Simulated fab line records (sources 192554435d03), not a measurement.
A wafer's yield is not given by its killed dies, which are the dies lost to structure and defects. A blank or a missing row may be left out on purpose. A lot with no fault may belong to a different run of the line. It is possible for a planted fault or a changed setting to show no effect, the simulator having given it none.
Matching of chambers    flow n5-finfet    rie-diel-04 running N5_BEOL_M2_VIA_ETCH_34: 4 sister chambers
The step etches the open film in C4F6/O2, target depth 69.4 nm, time 65.9 s. 8 wafers are shown with their chamber, then 10 later ones without.

EACH WAFER AND ITS CHAMBER
wafer   chamber  drypump-motor-current-A (A)  showerhead-plenum-p-Torr (Torr)
L084.4  0        5.87                         2.77
L088.2  3        5.23                         2.90
L088.6  2        5.41                         2.91
L089.1  0        5.87                         2.77
L089.2  1        5.92                         2.75
L089.4  2        5.42                         2.91
L091.3  3        5.25                         2.89
L091.4  1        5.95                         2.74

WAFERS MISSING THEIR CHAMBER
wafer   drypump-motor-current-A (A)  showerhead-plenum-p-Torr (Torr)
L091.5  5.24                         2.89
L096.1  5.87                         2.76
L096.2  5.45                         2.90
L096.5  5.24                         2.89
L095.1  5.94                         2.74
L095.2  5.43                         2.90
L095.6  5.43                         2.90
L097.4  5.21                         2.89
L097.5  5.88                         2.74
L097.6  5.85                         2.76

EACH ONE'S CHAMBER
wafer   from the rows above      in truth
L091.5  3                        3
L096.1  0                        0
L096.2  2                        2
L096.5  3                        3
L095.1  1                        1
L095.2  2                        2
L095.6  2                        2
L097.4  3                        3
L097.5  can't be placed: 1 or 0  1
L097.6  0                        0
Placed correctly: 9 of 10. Cannot be placed on the basis of these rows: 1; the candidates contain the true chamber in 1. 0 placed wrongly.
How it was worked out, from the rows above alone: a wafer's distance from a chamber is the root of the sum, over the readings, of the square of ((its reading less the chamber's mean) divided by the reading's scatter). If the next closest chamber is less than 2 further off than the closest, the wafer can't be placed; otherwise it belongs to the closest. The mean given for a chamber averages the wafers shown for that chamber. The scatter: the root of (the sum of the squares of (reading less its chamber's mean) over the shown wafers, divided by (wafers less chambers)).
